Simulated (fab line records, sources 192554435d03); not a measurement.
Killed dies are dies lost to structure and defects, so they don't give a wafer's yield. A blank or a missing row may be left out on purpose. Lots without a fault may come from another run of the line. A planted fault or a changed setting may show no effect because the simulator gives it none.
Chamber matching | flow n5_finfet | N5_FIN_CUT_ETCH_21 on rie_diel-02: 4 sister chambers
The step etches SOC in N2/H2, target depth 219 nm, overetch 43.8 nm, time 523.5 s. 4 wafers are shown with their chamber, then 10 later ones without.

WAFERS WITH THEIR CHAMBER
wafer  | chamber | showerhead_plenum_p_Torr (Torr)
L086.4 | 2       | 2.65
L086.6 | 3       | 2.52
L088.1 | 0       | 2.52
L088.2 | 1       | 2.47

WAFERS WITHOUT THEIR CHAMBER
wafer  | showerhead_plenum_p_Torr (Torr)
L088.4 | 2.52
L091.3 | 2.51
L091.4 | 2.46
L091.6 | 2.52
L093.4 | 2.51
L093.5 | 2.64
L093.6 | 2.51
L095.1 | 2.51
L095.4 | 2.64
L095.5 | 2.51

WHICH CHAMBER EACH WENT THROUGH
wafer  | from the rows above     | in truth
L088.4 | can't be placed: 0 or 3 | 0
L091.3 | can't be placed: 0 or 3 | 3
L091.4 | 1                       | 1
L091.6 | can't be placed: 0 or 3 | 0
L093.4 | can't be placed: 0 or 3 | 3
L093.5 | 2                       | 2
L093.6 | can't be placed: 0 or 3 | 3
L095.1 | can't be placed: 0 or 3 | 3
L095.4 | 2                       | 2
L095.5 | can't be placed: 0 or 3 | 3
Placed correctly: 3 of 10. Can't be placed from these rows: 7 (the true chamber is among the candidates in 7). Placed wrongly: 0.
How it was worked out, from the rows above alone: a wafer's distance from a chamber is the root of the sum, over the readings, of the square of ((its reading less the chamber's mean) divided by the reading's scatter). The wafer belongs to the nearest chamber; if the next one is less than 2 further off, it can't be placed. A chamber's mean is the mean of its shown wafers. The scatter: with one shown wafer a chamber, the root of the mean of the squares of how far each hidden wafer lies from its nearest shown one.
